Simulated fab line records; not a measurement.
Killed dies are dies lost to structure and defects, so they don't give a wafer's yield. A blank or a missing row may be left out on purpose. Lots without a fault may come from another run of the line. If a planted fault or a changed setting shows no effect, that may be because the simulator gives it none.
fab line records + flow n5Finfet
record
- lots=8
- wafers=24
- lastDay=20
route steps=1938 shown FIN_CUT@167 STI_FIN_REVEAL@190 BEOL_M4@1111 PASSIVATION@1936
lots untouched by any fault: they come from a run of this same line in which no faults occurred
startH: hours from the record's opening day to when the first of the lot's shown wafers began + waitH: hours elapsed since this lot's preceding step + " identical to the entry in the row above + L1.1+2: one row covering several wafers at once + - no value, or no start was given + * or withheld: withheld + < > ~ a bound
route shown NAME@n: NAME is a module with steps in the file, n the number in the route of the first one + usual: the fault-free wafers' mean and standard deviation + same: alike in all rows + chamber/n: place in a boat + sites: per-site readings + _std_site: standard deviation across them + _edge_site: the outer-site mean with the inner-site mean subtracted + radiusMm: how far each site lies from the wafer's centre + mask NAME#n: copy n + behind: the most recent tool/chamber to have shaped the wafer + hold: cause of the lot's hold/its duration in hours/its outcome + device: transistor that didn't switch, given as n, p or np + end of line: the tests these same wafers got at the end of their route + a step with no rows: only its recipe + killed: at the first sort, the dies lost to defects and structure; wafer yield is something else + map: the dies of a wafer, with x for killed, . for not killed, _ for no die there
set.NAME: the setting the step ran with; set.NAME@STEP: the setting that earlier step ran with + model.NAME: the simulator's own value behind a step, which no gauge read
steps of the route over a sample of lots; a table a step, a row a wafer
services: the hour from which a tool's chamber was out of use, counted from the record's first day as startH (under 0 if before that day), plus the number of hours and why
## steps
# step N5_FIN_CUT_ETCH_30
# recipe
- chemistry=N2/H2
- target=underlayer
- targetDepthA=130
- maskMaterial=CAR-EUV
- timeS=10.4
- ionEnergyEv=200
- pressureMtorr=30
- sourceW=840
- biasW=150
- n2FlowSccm=200
- h2FlowSccm=200
- ends=cleared
# usual
- chamberPressureMTorr=30.002/0.03
- drypumpMotorCurrentA=5.7/0.46
- etchRfOnTimeS=10.31/0.26
- n2FlowSccm=200.0/0.58
- oesProductAu=0.69/0.062
- rfVppV=524.5/2.4
- showerheadPlenumPTorr=2.56/0.085
- throttleValvePct=17.75/0.22
| lot.wafer | tool       | chamber | startH | waitH | chamberPressureMTorr | drypumpMotorCurrentA | etchRfOnTimeS | n2FlowSccm | oesProductAu | rfHoursCounterH | rfVppV | showerheadPlenumPTorr | throttleValvePct |
|-----------|------------|---------|--------|-------|----------------------|----------------------|---------------|------------|--------------|-----------------|--------|-----------------------|------------------|
| L333.2    | rieDiel-03 | 0       | 50.72  | 0.0   | 29.964               | 5.5                  | 10.26         | 200.1      | 0.68         | 121             | 525.9  | 2.56                  | 17.62            |
| L333.4    | "          | 0       | "      | "     | 29.943               | 5.5                  | 10.13         | 199.4      | 0.69         | -               | 523.6  | 2.56                  | 17.64            |
| L333.5    | "          | 2       | "      | "     | 29.960               | 6.2                  | 10.01         | 200.5      | 0.68         | -               | 522.5  | 2.45                  | 17.44            |
| L334.1    | rieDiel-06 | 0       | 58.08  | 0.0   | 30.060               | 5.9                  | 10.09         | 200.4      | 0.70         | 123             | 525.7  | 2.67                  | 17.61            |
| L334.2    | "          | 3       | "      | "     | 30.012               | 5.7                  | 10.69         | 199.3      | 0.66         | 117             | 528.0  | 2.65                  | 17.68            |
| L334.6    | "          | 2       | "      | "     | 30.082               | 6.1                  | 10.30         | 199.3      | 0.70         | -               | 525.1  | 2.58                  | 18.10            |
| L336.3    | rieDiel-05 | 3       | 68.64  | 0.0   | 30.060               | 6.1                  | 10.27         | 200.1      | 0.69         | 112             | 524.6  | 2.57                  | 17.86            |
| L336.4    | "          | 1       | "      | "     | 29.973               | 6.5                  | 10.17         | 200.2      | 0.60         | -               | 522.4  | 2.50                  | 17.98            |
| L336.5    | "          | 3       | "      | "     | 29.945               | 6.1                  | 10.30         | 200.8      | 0.69         | -               | 523.8  | 2.57                  | 17.86            |
| L339.1    | rieDiel-05 | 2       | 87.05  | 0.0   | 29.992               | 4.8                  | 10.15         | 199.8      | 0.78         | 20              | 526.9  | 2.60                  | 17.50            |
| L339.3    | "          | 3       | "      | "     | 29.946               | 6.1                  | 10.27         | 199.2      | 0.69         | 119             | 525.4  | 2.56                  | 17.88            |
| L339.6    | "          | 2       | "      | "     | 29.939               | 4.8                  | 10.17         | 200.1      | 0.80         | -               | 523.6  | 2.60                  | 17.52            |
| L340.1    | rieDiel-03 | 1       | 92.55  | 0.0   | 30.014               | 5.4                  | 9.89          | 200.1      | 0.82         | 9               | 522.8  | 2.48                  | 17.35            |
| L340.2    | "          | 2       | "      | "     | 30.007               | 6.1                  | 10.05         | 199.4      | 0.67         | 141             | 520.9  | 2.45                  | 17.47            |
| L340.6    | "          | 3       | "      | "     | 29.973               | 5.1                  | 10.65         | 200.4      | 0.73         | -               | 526.7  | 2.69                  | 17.79            |
| L347.2    | rieDiel-03 | 0       | 135.25 | 0.0   | 30.024               | 5.5                  | 10.16         | 199.3      | 0.67         | 149             | 524.5  | 2.55                  | 17.66            |
| L347.5    | "          | 2       | "      | "     | 30.059               | 6.2                  | 9.95          | 199.0      | 0.66         | -               | 521.3  | 2.44                  | 17.49            |
| L347.6    | "          | 3       | "      | "     | 30.002               | 5.1                  | 10.62         | 201.6      | 0.70         | -               | 527.8  | 2.68                  | 17.84            |
| L351.1    | rieDiel-03 | 2       | 159.09 | 0.0   | 30.000               | 6.1                  | 10.34         | 199.6      | 0.64         | 159             | 521.6  | 2.44                  | 17.50            |
| L351.3    | "          | 0       | "      | "     | 30.013               | 5.5                  | 10.27         | 199.3      | 0.65         | 157             | 523.0  | 2.55                  | 17.70            |
| L351.5    | "          | 3       | "      | "     | 30.029               | 5.1                  | 10.80         | 199.7      | 0.69         | -               | 527.5  | 2.68                  | 17.85            |
| L352.1    | rieDiel-06 | 1       | 164.75 | 0.0   | 30.025               | 5.5                  | 10.16         | 199.1      | 0.68         | 115             | 518.1  | 2.36                  | 18.08            |
| L352.2    | "          | 3       | "      | "     | 29.999               | 5.7                  | 10.69         | 200.2      | 0.64         | 153             | 528.1  | 2.64                  | 17.73            |
| L352.3    | "          | 2       | "      | "     | 30.019               | 6.0                  | 10.34         | 199.9      | 0.67         | 107             | 522.6  | 2.57                  | 18.15            |
# step N5_STI_FIN_REVEAL_ETCHBACK_08
# recipe
- chemistry=C4F6/O2
- target=SiO2
- targetDepthA=305
- timeS=10.167
- ionEnergyEv=250
- pressureMtorr=30
- sourceW=345
- biasW=185
- Ar_flow_sccm=300
- C4F6_flow_sccm=10
- O2_flow_sccm=10
# usual
- chamberPressureMTorr=30.002/0.027
- drypumpMotorCurrentA=5.7/0.44
- oesProductAu=0.79/0.091
- rfVppV=661/13
- showerheadPlenumPTorr=2.86/0.11
- throttleValvePct=21.10/0.15
| lot.wafer | tool       | chamber | startH | waitH | chamberPressureMTorr | drypumpMotorCurrentA | oesProductAu | rfHoursCounterH | rfVppV | showerheadPlenumPTorr | throttleValvePct |
|-----------|------------|---------|--------|-------|----------------------|----------------------|--------------|-----------------|--------|-----------------------|------------------|
| L333.2    | rieDiel-04 | 0       | 57.85  | 0.6   | 30.010               | 5.7                  | 0.69         | 229             | 670    | 2.68                  | 21.05            |
| L333.4    | "          | 1       | "      | "     | 29.990               | 6.4                  | 0.73         | -               | 643    | 2.93                  | 21.20            |
| L333.5    | "          | 0       | "      | "     | 29.983               | 5.7                  | 0.69         | -               | 670    | 2.68                  | 21.04            |
| L334.1    | rieDiel-04 | 1       | 64.71  | 0.2   | 30.015               | 6.4                  | 0.72         | 191             | 644    | 2.93                  | 21.23            |
| L334.2    | "          | 2       | "      | "     | 30.060               | 5.7                  | 0.91         | 19              | 653    | 2.82                  | 21.00            |
| L334.6    | "          | 1       | "      | "     | 29.976               | 6.4                  | 0.73         | -               | 643    | 2.93                  | 21.21            |
| L336.3    | rieDiel-04 | 2       | 75.18  | 0.1   | 29.979               | 5.8                  | 0.90         | 23              | 654    | 2.82                  | 20.98            |
| L336.4    | "          | 2       | "      | "     | 29.989               | 5.8                  | 0.90         | -               | 654    | 2.82                  | 21.00            |
| L336.5    | "          | 1       | "      | "     | 29.968               | 6.4                  | 0.73         | -               | 641    | 2.92                  | 21.23            |
| L339.1    | rieDiel-02 | 2       | 93.71  | 0.3   | 30.002               | 5.9                  | 0.71         | 195             | 641    | 2.71                  | 21.36            |
| L339.3    | "          | 3       | "      | "     | 29.983               | 5.6                  | 0.70         | 205             | 668    | 2.96                  | 21.07            |
| L339.6    | "          | 0       | "      | "     | 30.008               | 5.3                  | 0.75         | -               | 656    | 2.87                  | 21.09            |
| L340.1    | rieDiel-01 | 0       | 100.09 | 0.2   | 30.037               | 4.9                  | 0.74         | 167             | 677    | 2.85                  | 21.24            |
| L340.2    | "          | 3       | "      | "     | 30.002               | 4.9                  | 0.90         | 27              | 659    | 3.01                  | 20.80            |
| L340.6    | "          | 3       | "      | "     | 29.993               | 4.9                  | 0.91         | -               | 658    | 3.01                  | 20.82            |
| L347.2    | rieDiel-02 | 2       | 142.35 | 0.2   | 29.982               | 5.9                  | 0.70         | 210             | 639    | 2.70                  | 21.39            |
| L347.5    | "          | 2       | "      | "     | 30.043               | 5.9                  | 0.69         | -               | 640    | 2.70                  | 21.39            |
| L347.6    | "          | 1       | "      | "     | 29.973               | 5.7                  | 0.80         | -               | 665    | 2.76                  | 21.09            |
| L351.1    | rieDiel-04 | 3       | 165.81 | 0.2   | 29.962               | 5.8                  | 0.76         | 151             | 661    | 2.87                  | 21.14            |
| L351.3    | "          | 2       | "      | "     | 30.028               | 5.8                  | 0.85         | 58              | 655    | 2.80                  | 21.07            |
| L351.5    | "          | 3       | "      | "     | 30.004               | 5.8                  | 0.76         | -               | 662    | 2.87                  | 21.12            |
| L352.1    | rieDiel-01 | 0       | 171.82 | 0.3   | 30.001               | 4.9                  | 0.73         | 191             | 677    | 2.84                  | 21.28            |
| L352.2    | "          | 2       | "      | "     | 30.055               | 6.4                  | 0.88         | 44              | 685    | 3.03                  | 21.12            |
| L352.3    | "          | 1       | "      | "     | 30.040               | 5.3                  | 0.70         | 243             | 674    | 2.79                  | 21.27            |
# step N5_STI_FIN_REVEAL_STRIP_16
# recipe
- chemistry=H3PO4
- material=SiNx
- tempC=165
- targetDepthA=238
- overetchFraction=0.4964
- dry=ipaMarangoni
| lot.wafer  | tool        | chamber | startH | waitH |
|------------|-------------|---------|--------|-------|
| L333.2+4+5 | wetBench-02 | 0,1,3   | 59.73  | 1.1   |
| L334.1+2+6 | wetBench-02 | 6,1,5   | 66.57  | 1.1   |
| L336.3+4+5 | wetBench-01 | 0,7,6   | 77.05  | 0.6   |
| L339.1+3+6 | wetBench-02 | 4,6,5   | 95.88  | 1.1   |
| L340.1+2+6 | wetBench-03 | 5,3,2   | 102.01 | 1.1   |
| L347.2+5+6 | wetBench-02 | 7,0,6   | 144.23 | 1.1   |
| L351.1+3+5 | wetBench-03 | 0,7,3   | 167.68 | 1.1   |
| L352.1+2+3 | wetBench-03 | 6,3,5   | 173.69 | 1.1   |
# step N5_STI_FIN_REVEAL_OXIDATION_33
# recipe
- chemistry=O2_PLASMA_REMOTE
- tempC=150
- timeS=20
- pressureMtorr=1000
- sourcePowerW=2000
- o2FlowSccm=3000
# usual
- chamberPressureMTorr=1000.0/1.6
- drypumpMotorCurrentA=5.8/0.33
- heaterPowerW=137/14
| lot.wafer | tool           | chamber | startH | waitH | chamberPressureMTorr | drypumpMotorCurrentA | heaterPowerW | rfHoursCounterH |
|-----------|----------------|---------|--------|-------|----------------------|----------------------|--------------|-----------------|
| L333.2    | plasmaAsher-01 | 0       | 60.61  | 0.0   | 1000.4               | 5.2                  | 159          | 33              |
| L333.4    | "              | 0       | "      | "     | 999.9                | 5.2                  | 155          | -               |
| L333.5    | "              | 1       | "      | "     | 998.8                | 5.7                  | 114          | -               |
| L334.1    | plasmaAsher-02 | 0       | 67.46  | 0.0   | 999.8                | 6.1                  | 140          | 85              |
| L334.2    | "              | 1       | "      | "     | 999.5                | 5.8                  | 137          | 85              |
| L334.6    | "              | 1       | "      | "     | 1000.7               | 5.8                  | 136          | -               |
| L336.3    | plasmaAsher-02 | 1       | 77.95  | 0.0   | 1000.5               | 5.8                  | 140          | -               |
| L336.4    | "              | 0       | "      | "     | 999.9                | 6.1                  | 144          | -               |
| L336.5    | "              | 0       | "      | "     | 999.0                | 6.1                  | 143          | -               |
| L339.1    | plasmaAsher-01 | 0       | 96.76  | 0.0   | 1001.5               | 5.2                  | 159          | 38              |
| L339.3    | "              | 1       | "      | "     | 1000.3               | 5.7                  | 110          | -               |
| L339.6    | "              | 0       | "      | "     | 998.9                | 5.2                  | 154          | -               |
| L340.1    | plasmaAsher-02 | 1       | 102.90 | 0.0   | 1000.7               | 5.8                  | 134          | 94              |
| L340.2    | "              | 0       | "      | "     | 999.0                | 6.2                  | 141          | 94              |
| L340.6    | "              | 0       | "      | "     | 1000.6               | 6.2                  | 142          | -               |
| L347.2    | plasmaAsher-02 | 0       | 145.13 | 0.0   | 1000.2               | 6.1                  | 139          | 103             |
| L347.5    | "              | 1       | "      | "     | 998.6                | 5.8                  | 139          | -               |
| L347.6    | "              | 0       | "      | "     | 999.4                | 6.1                  | 142          | -               |
| L351.1    | plasmaAsher-02 | 0       | 168.95 | 0.1   | 998.4                | 6.2                  | 141          | 108             |
| L351.3    | "              | 0       | "      | "     | 1000.4               | 6.2                  | 139          | -               |
| L351.5    | "              | 1       | "      | "     | 1000.9               | 5.8                  | 136          | -               |
| L352.1    | plasmaAsher-02 | 0       | 174.57 | 0.0   | 999.6                | 6.1                  | 140          | 109             |
| L352.2    | "              | 1       | "      | "     | 1000.4               | 5.8                  | 137          | 109             |
| L352.3    | "              | 1       | "      | "     | 998.8                | 5.8                  | 138          | -               |
# step N5_STI_FIN_REVEAL_INSPECT_13
# recipe
- inspectInstrument=darkfield
- mode=postClean
# usual
- rawDefectCount=12/5.2
| lot.wafer | tool             | chamber | startH | waitH | rawDefectCount |
|-----------|------------------|---------|--------|-------|----------------|
| L333.2    | defectInspect-01 | -       | 60.90  | 0.0   | 9              |
| L333.4    | "                | -       | "      | "     | 12             |
| L333.5    | "                | -       | "      | "     | 27             |
| L334.1    | defectInspect-02 | -       | 67.75  | 0.0   | 24             |
| L334.2    | "                | -       | "      | "     | 19             |
| L334.6    | "                | -       | "      | "     | 14             |
| L336.3    | defectInspect-02 | -       | 78.21  | 0.0   | 9              |
| L336.4    | "                | -       | "      | "     | 18             |
| L336.5    | "                | -       | "      | "     | 9              |
| L339.1    | defectInspect-01 | -       | 97.05  | 0.0   | 14             |
| L339.3    | "                | -       | "      | "     | 17             |
| L339.6    | "                | -       | "      | "     | 21             |
| L340.1    | defectInspect-01 | -       | 103.18 | 0.0   | 5              |
| L340.2    | "                | -       | "      | "     | 5              |
| L340.6    | "                | -       | "      | "     | 6              |
| L347.2    | defectInspect-02 | -       | 145.41 | 0.0   | 1443           |
| L347.5    | "                | -       | "      | "     | 10             |
| L347.6    | "                | -       | "      | "     | 9              |
| L351.1    | defectInspect-02 | -       | 169.24 | 0.0   | 13             |
| L351.3    | "                | -       | "      | "     | 13             |
| L351.5    | "                | -       | "      | "     | 19             |
| L352.1    | defectInspect-02 | -       | 174.85 | 0.0   | 17             |
| L352.2    | "                | -       | "      | "     | 9              |
| L352.3    | "                | -       | "      | "     | 6              |
# step N5_BEOL_M4_RC_MEAS_101
# usual
- DIBL_N=36.7/1.8
- DIBL_P=37.0/2.4
- IOFF_N=0.17/0.036
- IOFF_P=0.22/0.042
- ION_N=673/12
- ION_P=462/8.5
- SS_N=71.7/0.62
- SS_P=73.4/0.65
- VT_N=250/3.7
- VT_P=-250/3.7
| lot.wafer | tool      | chamber | startH | waitH | DIBL_N[mV/V] | DIBL_P[mV/V] | IOFF_N[nA/um] | IOFF_P[nA/um] | ION_N[uA/um] | ION_P[uA/um] | SS_N[mV/dec] | SS_P[mV/dec] | VT_N[mV] | VT_P[mV] |
|-----------|-----------|---------|--------|-------|--------------|--------------|---------------|---------------|--------------|--------------|--------------|--------------|----------|----------|
| L334.1    | prober-01 | 0       | 204.56 | 0.0   | 37.7         | 38.4         | 0.17          | 0.21          | 670          | 455          | 72.2         | 73.5         | 251      | -253     |
| L334.2    | "         | 0       | "      | "     | 34.6         | 34.7         | 0.13          | 0.16          | 671          | 456          | 71.1         | 72.0         | 252      | -255     |
| L334.6    | "         | 0       | "      | "     | 35.9         | 35.1         | 0.14          | 0.17          | 655          | 447          | 71.1         | 73.6         | 252      | -254     |
| L333.2    | prober-02 | 0       | 214.95 | 0.2   | 34.1         | 34.9         | 0.11          | 0.15          | 642          | 447          | 71.1         | 73.3         | 257      | -253     |
| L333.4    | "         | 0       | "      | "     | 36.1         | 36.7         | 0.13          | 0.18          | 654          | 443          | 71.3         | 72.7         | 257      | -252     |
| L333.5    | "         | 0       | "      | "     | 33.6         | 34.7         | 0.11          | 0.15          | 647          | 446          | 70.5         | 72.5         | 256      | -255     |
| L336.3    | prober-02 | 0       | 224.45 | 0.3   | 36.2         | 37.7         | 0.16          | 0.22          | 675          | 471          | 71.6         | 73.5         | 249      | -246     |
| L336.4    | "         | 0       | "      | "     | 33.3         | 33.2         | 0.12          | 0.17          | 663          | 460          | 71.1         | 72.6         | 254      | -251     |
| L336.5    | "         | 0       | "      | "     | 37.4         | 38.6         | 0.18          | 0.25          | 677          | 468          | 72.3         | 73.3         | 248      | -248     |
| L340.1    | prober-02 | 0       | 237.03 | 0.0   | 37.4         | 38.1         | 0.18          | 0.23          | 675          | 459          | 71.5         | 74.1         | 248      | -251     |
| L340.2    | "         | 0       | "      | "     | 36.3         | 37.3         | 0.16          | 0.23          | 687          | 471          | 71.8         | 73.4         | 249      | -250     |
| L340.6    | "         | 0       | "      | "     | 37.2         | 36.4         | 0.16          | 0.21          | 689          | 470          | 71.9         | 73.1         | 248      | -250     |
| L339.1    | prober-01 | 0       | 239.43 | 0.0   | 36.1         | 37.0         | 0.14          | 0.20          | 658          | 454          | 70.6         | 73.7         | 254      | -250     |
| L339.3    | "         | 0       | "      | "     | 34.9         | 35.6         | 0.12          | 0.18          | 649          | 449          | 71.2         | 73.3         | 256      | -251     |
| L339.6    | "         | 0       | "      | "     | 35.9         | 35.9         | 0.13          | 0.19          | 659          | 455          | 71.2         | 73.3         | 251      | -254     |
| L347.2    | prober-02 | 0       | 287.12 | 0.2   | 38.5         | 35.5         | 0.19          | 0.22          | 677          | 463          | 73.4         | 73.6         | 249      | -246     |
| L347.5    | "         | 0       | "      | "     | 36.2         | 32.7         | 0.14          | 0.17          | 662          | 453          | 71.1         | 72.6         | 253      | -251     |
| L347.6    | "         | 0       | "      | "     | 35.7         | 33.9         | 0.16          | 0.20          | 686          | 471          | 71.4         | 72.8         | 250      | -249     |
| L351.1    | prober-02 | 0       | 330.73 | 0.0   | 37.6         | 38.4         | 0.18          | 0.24          | 684          | 467          | 72.0         | 72.7         | 248      | -250     |
| L351.3    | "         | 0       | "      | "     | 36.9         | 37.5         | 0.16          | 0.22          | 671          | 460          | 71.8         | 73.1         | 249      | -254     |
| L351.5    | "         | 0       | "      | "     | 36.6         | 37.7         | 0.16          | 0.23          | 676          | 469          | 71.8         | 73.9         | 249      | -251     |
| L352.1    | prober-01 | 0       | 355.73 | 0.0   | 36.6         | 36.4         | 0.15          | 0.19          | 669          | 454          | 71.8         | 72.8         | 251      | -252     |
| L352.2    | "         | 0       | "      | "     | 36.8         | 35.9         | 0.16          | 0.20          | 682          | 464          | 71.9         | 73.6         | 248      | -253     |
| L352.3    | "         | 0       | "      | "     | 35.9         | 35.0         | 0.14          | 0.18          | 670          | 455          | 71.6         | 73.4         | 251      | -254     |
# step N5_PASSIVATION_PROBE_49
# usual
- defectLimitedYield=91.1/1.4
- killed_at_M0_to_M3=32/9.3
- killed_at_M4_up=13/5.8
- killedAtContacts=12/6.3
- killedAtFrontEnd=44/12
- killedAtOther=3.6/2.7
- killedDies=104/17
- killedOnRim=14/3.9
- killedOpen=69/13
- killedShort=34/6.9
- sort_bin_5_function=5.2/0.98
- sort_bin_6_memory=3.3/0.59
- sort_bin_8_speed=0.01/0.039
- sortNPass=1075/17
- sortYieldPct=91.1/1.4
# same
- grossDies=1180
- killedAtBackSide=0
- sort_bin_4_leakage[%]=0
| lot.wafer | tool      | chamber | startH | waitH | defectLimitedYield[%] | killed_at_M0_to_M3 | killed_at_M4_up | killedAtContacts | killedAtFrontEnd | killedAtOther | killedDies | killedOnRim | killedOpen | killedShort | sort_bin_5_function[%] | sort_bin_6_memory[%] | sort_bin_8_speed[%] | sortNPass | sortYieldPct[%] |
|-----------|-----------|---------|--------|-------|-----------------------|--------------------|-----------------|------------------|------------------|---------------|------------|-------------|------------|-------------|------------------------|----------------------|---------------------|-----------|-----------------|
| L336.4    | prober-01 | -       | 332.81 | 0.2   | 90.7                  | 38                 | 13              | 6                | 43               | 10            | 110        | 14          | 69         | 36          | 5.6                    | 3.3                  | 0                   | 1070      | 90.7            |
| L340.2    | prober-02 | -       | 351.33 | 0.1   | 91.1                  | 39                 | 9               | 15               | 42               | 0             | 105        | 11          | 64         | 41          | 4.9                    | 3.6                  | 0                   | 1075      | 91.1            |
| L340.6    | prober-02 | -       | 351.53 | 0.3   | 92.4                  | 41                 | 4               | 4                | 37               | 4             | 90         | 9           | 56         | 34          | 4.6                    | 2.9                  | 0                   | 1090      | 92.4            |
| L347.2    | prober-01 | -       | 392.20 | 0.1   | 83.3                  | 33                 | 11              | 11               | 137              | 5             | 197        | 31          | 60         | 27          | 9.2                    | 3.4                  | 0                   | 983       | 83.3            |
| L347.5    | prober-01 | -       | 392.35 | 0.2   | 91.7                  | 26                 | 15              | 19               | 32               | 6             | 98         | 12          | 69         | 29          | 5.3                    | 3.0                  | 0                   | 1082      | 91.7            |
| L347.6    | prober-01 | -       | 392.40 | 0.3   | 88.7                  | 43                 | 17              | 14               | 57               | 2             | 133        | 20          | 94         | 39          | 6.7                    | 4.3                  | 0                   | 1047      | 88.7            |
# killed by level:class
L336.4 STI_FIN_REVEAL:geometricParticle:open=10 DUMMY_GATE:geometricParticle:open=10 BEOL_M1:geometricParticle:open=6 BEOL_M2:geometricParticle:open=6 BEOL_M3:geometricParticle:open=6 MOL_CONTACT_COAG:geometricParticle:open=5 BEOL_M0:geometricParticle:open=5 MIM_TOP_ETCH:geometricParticle:short=5
L340.2 FIN_SAQP:geometricParticle:short=19 MOL_CONTACT_COAG:geometricParticle:open=14 BEOL_M0_SAQP:geometricParticle:open=13 BEOL_M0_SAQP:geometricParticle:short=10 FIN_SAQP:geometricParticle:open=8 BEOL_M3:geometricParticle:open=6 BEOL_M1:geometricParticle:open=5 DUMMY_GATE:geometricParticle:open=4
L340.6 BEOL_M3:geometricParticle:open=11 BEOL_M2:geometricParticle:open=10 SPACER0:geometricParticle:short=7 BEOL_M0_SAQP:geometricParticle:open=7 BEOL_M0_SAQP:geometricParticle:short=6 FIN_SAQP:geometricParticle:short=5 FIN_SAQP:geometricParticle:open=4 DUMMY_GATE:geometricParticle:open=4
L347.2 STI_FIN_REVEAL:unspecified=110 BEOL_M3:geometricParticle:open=12 MOL_CONTACT_COAG:geometricParticle:open=9 FIN_SAQP:geometricParticle:open=6 BEOL_M0_SAQP:geometricParticle:short=6 FIN_SAQP:geometricParticle:short=5 DUMMY_GATE:geometricParticle:open=5 BEOL_M0_SAQP:geometricParticle:open=4
L347.5 MOL_CONTACT_COAG:geometricParticle:open=13 BEOL_M3:geometricParticle:open=8 FIN_SAQP:geometricParticle:short=6 BEOL_M4:geometricParticle:open=6 MOL_CONTACT_COAG:geometricParticle:short=6 BEOL_M2:geometricParticle:open=6 STI_FIN_REVEAL:geometricParticle:open=5 FIN_SAQP:geometricParticle:open=4
L347.6 FIN_SAQP:geometricParticle:open=13 BEOL_M0_SAQP:geometricParticle:short=11 MOL_CONTACT_COAG:geometricParticle:open=10 BEOL_M4:geometricParticle:open=10 STI_FIN_REVEAL:geometricParticle:open=9 BEOL_M0_SAQP:geometricParticle:open=9 DUMMY_GATE:geometricParticle:open=7 BEOL_M3:geometricParticle:open=7
## services
| tool           | chamber | startH | hours | kind                        |
|----------------|---------|--------|-------|-----------------------------|
| rieDiel-03     | 1       | 29.38  | -     | clean                       |
| rieDiel-03     | 1       | 29.38  | -     | consumableReplace:focusRing |
| rieDiel-03     | 1       | 29.38  | 28.7  | scheduledDown               |
| rieDiel-06     | 2       | 32.85  | 16.9  | repair                      |
| rieDiel-04     | 1       | 50.04  | 6.2   | repair                      |
| rieDiel-04     | 3       | 51.04  | 30.3  | repair                      |
| rieDiel-02     | 0       | 51.06  | 16.0  | repair                      |
| rieDiel-05     | 0       | 51.68  | 3.7   | repair                      |
| rieDiel-02     | 3       | 53.76  | 2.0   | repair                      |
| rieDiel-06     | 1       | 68.99  | 2.8   | repair                      |
| rieDiel-01     | 2       | 69.28  | 5.1   | repair                      |
| plasmaAsher-01 | -       | 71.98  | 14.6  | pm                          |
| rieDiel-06     | 1       | 75.09  | 4.7   | repair                      |
| rieDiel-01     | -       | 76.56  | 0.6   | repair                      |
| rieDiel-06     | 1       | 99.01  | 14.3  | repair                      |
| rieDiel-03     | 2       | 102.53 | 7.6   | repair                      |
| rieDiel-04     | 1       | 107.92 | 4.6   | repair                      |
| wetBench-02    | -       | 110.80 | 1.1   | repair                      |
| rieDiel-05     | 1       | 134.88 | 12.3  | repair                      |
| plasmaAsher-01 | -       | 138.79 | 1.2   | repair                      |
| rieDiel-06     | 1       | 142.70 | 5.8   | repair                      |
| rieDiel-04     | 2       | 158.20 | 4.0   | repair                      |
| rieDiel-06     | 2       | 160.23 | 3.0   | repair                      |
| rieDiel-05     | -       | 171.20 | 2.8   | pm                          |
## key
firstSign
- step=N5_STI_FIN_REVEAL_INSPECT_13
- reading=rawDefectCount
- direction=up
- sigmas=99+
- usual=12
- struck=1443
effect
- step=N5_PASSIVATION_PROBE_49
- reading=killedAtFrontEnd
- direction=up
- sigmas=7.5
- usual=44
- struck=137
moreKillsBornAt
- N5_STI_FIN_REVEAL_STRIP_16@wetBench-02=110
metAt N5_STI_FIN_REVEAL_STRIP_16
struckLots L347
struckWafers L347.2
notActingAt N5_FIN_CUT_ETCH_30,N5_STI_FIN_REVEAL_ETCHBACK_08,N5_STI_FIN_REVEAL_OXIDATION_33
fault
- kind=chamberParticleSource
- tool=wetBench-02
- chamber=7
- onsetH=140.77
- steps=N5_STI_FIN_REVEAL_STRIP_16
- ratePerVisitCm2=2.1741
- endH=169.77
